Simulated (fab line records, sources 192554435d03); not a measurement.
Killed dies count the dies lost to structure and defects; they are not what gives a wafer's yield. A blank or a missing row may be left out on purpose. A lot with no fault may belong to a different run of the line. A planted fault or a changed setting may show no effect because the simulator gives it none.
Matching of chambers / flow n5_finfet / 3 sister chambers for N5_BEOL_M10_ILD_DEP_00 on pecvd-01
The step deposits SiCOH lowk from DEMS/porogen, target thk 308.51 nm, time 58 s. 6 wafers are shown with their chamber, then 9 later ones without.

WAFERS, EACH WITH ITS CHAMBER
wafer=L083.5; chamber=1; throttle_valve_pct (%)=15.5; heater_power_w (W)=283
wafer=L082.1; chamber=0; throttle_valve_pct (%)=14.0; heater_power_w (W)=382
wafer=L085.6; chamber=1; throttle_valve_pct (%)=15.3; heater_power_w (W)=283
wafer=L086.1; chamber=2; throttle_valve_pct (%)=12.6; heater_power_w (W)=261
wafer=L086.2; chamber=0; throttle_valve_pct (%)=14.1; heater_power_w (W)=398
wafer=L086.4; chamber=2; throttle_valve_pct (%)=13.0; heater_power_w (W)=258

WAFERS WITH NO CHAMBER GIVEN
wafer=L088.1; throttle_valve_pct (%)=12.9; heater_power_w (W)=266
wafer=L088.2; throttle_valve_pct (%)=14.0; heater_power_w (W)=389
wafer=L088.4; throttle_valve_pct (%)=15.5; heater_power_w (W)=296
wafer=L093.1; throttle_valve_pct (%)=14.0; heater_power_w (W)=327
wafer=L093.5; throttle_valve_pct (%)=13.9; heater_power_w (W)=353
wafer=L093.6; throttle_valve_pct (%)=12.6; heater_power_w (W)=229
wafer=L096.2; throttle_valve_pct (%)=14.0; heater_power_w (W)=393
wafer=L096.3; throttle_valve_pct (%)=12.8; heater_power_w (W)=216
wafer=L096.4; throttle_valve_pct (%)=14.1; heater_power_w (W)=393

WHICH CHAMBER EACH WENT THROUGH
wafer=L088.1; from the rows above=2; in truth=2
wafer=L088.2; from the rows above=0; in truth=0
wafer=L088.4; from the rows above=1; in truth=1
wafer=L093.1; from the rows above=can't be placed: 0 or 1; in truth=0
wafer=L093.5; from the rows above=0; in truth=0
wafer=L093.6; from the rows above=2; in truth=2
wafer=L096.2; from the rows above=0; in truth=0
wafer=L096.3; from the rows above=2; in truth=2
wafer=L096.4; from the rows above=0; in truth=0
Correctly placed: 8 of 9. Unplaceable from these rows: 1, with the true chamber sitting among the candidates in 1. Placed wrongly: 0.
How it was worked out, from the rows above alone: a wafer's distance from a chamber is the root of the sum, over the readings, of the square of ((its reading less the chamber's mean) divided by the reading's scatter). The wafer belongs to the nearest chamber; if the next one is less than 2 further off, it can't be placed. For every chamber, the mean is computed from those of its wafers that are shown. The scatter: take each reading less its chamber's mean, square it, sum over the shown wafers, divide by the number of wafers less the number of chambers, and take the root.
